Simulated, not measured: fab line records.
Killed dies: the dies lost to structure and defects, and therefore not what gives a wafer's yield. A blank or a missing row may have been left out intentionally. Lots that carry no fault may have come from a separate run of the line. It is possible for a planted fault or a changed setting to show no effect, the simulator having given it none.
Matching of chambers || flow n5 finfet || N5_BEOL_M8_CURE_74 on uv cure-03 has 3 sister chambers
The step cures SiCOH lowk, time 240 s. 6 wafers are shown with their chamber, then 8 later ones without.

## WAFERS WITH THEIR CHAMBER
{"wafer": "L077.4", "chamber": 0, "wafer_temp_C_max": 386.3, "lamp power pct (%)": 52.37}
{"wafer": "L077.6", "chamber": 0, "wafer_temp_C_max": 385.4, "lamp power pct (%)": 52.36}
{"wafer": "L083.6", "chamber": 1, "wafer_temp_C_max": 388.0, "lamp power pct (%)": 52.33}
{"wafer": "L085.3", "chamber": 2, "wafer_temp_C_max": 387.3, "lamp power pct (%)": 52.34}
{"wafer": "L085.5", "chamber": 2, "wafer_temp_C_max": 387.0, "lamp power pct (%)": 52.29}
{"wafer": "L087.2", "chamber": 1, "wafer_temp_C_max": 387.1, "lamp power pct (%)": 52.34}

## WAFERS WHOSE CHAMBER IS MISSING
{"wafer": "L087.5", "wafer_temp_C_max": 386.9, "lamp power pct (%)": 52.32}
{"wafer": "L087.6", "wafer_temp_C_max": 386.9, "lamp power pct (%)": 52.33}
{"wafer": "L088.1", "wafer_temp_C_max": 386.1, "lamp power pct (%)": 52.36}
{"wafer": "L088.3", "wafer_temp_C_max": 385.7, "lamp power pct (%)": 52.33}
{"wafer": "L088.5", "wafer_temp_C_max": 386.0, "lamp power pct (%)": 52.31}
{"wafer": "L090.1", "wafer_temp_C_max": 385.4, "lamp power pct (%)": 52.44}
{"wafer": "L090.5", "wafer_temp_C_max": 385.6, "lamp power pct (%)": 52.36}
{"wafer": "L090.6", "wafer_temp_C_max": 386.0, "lamp power pct (%)": 52.14}

## WHICH CHAMBER EACH WENT THROUGH
{"wafer": "L087.5", "from the rows above": "can't be placed: 2 or 1", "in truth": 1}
{"wafer": "L087.6", "from the rows above": "can't be placed: 2 or 1 or 0", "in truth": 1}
{"wafer": "L088.1", "from the rows above": 0, "in truth": 0}
{"wafer": "L088.3", "from the rows above": "can't be placed: 0 or 2 or 1", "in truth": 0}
{"wafer": "L088.5", "from the rows above": "can't be placed: 2 or 0 or 1", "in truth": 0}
{"wafer": "L090.1", "from the rows above": 0, "in truth": 0}
{"wafer": "L090.5", "from the rows above": 0, "in truth": 0}
{"wafer": "L090.6", "from the rows above": "can't be placed: 2 or 1", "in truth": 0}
Correct placement for 3 of the 8. From these rows, 5 cannot be placed; in 4 the true chamber is one of the candidates. 0 placed wrongly.
How it was worked out, from the rows above alone: a wafer's distance from a chamber is the root of the sum, over the readings, of the square of ((its reading less the chamber's mean) divided by the reading's scatter). The wafer belongs to the nearest chamber; if the next one is less than 2 further off, it can't be placed. Each chamber's mean is taken over the wafers shown for it. The scatter: take each reading less its chamber's mean, square it, sum over the shown wafers, divide by the number of wafers less the number of chambers, and take the root.
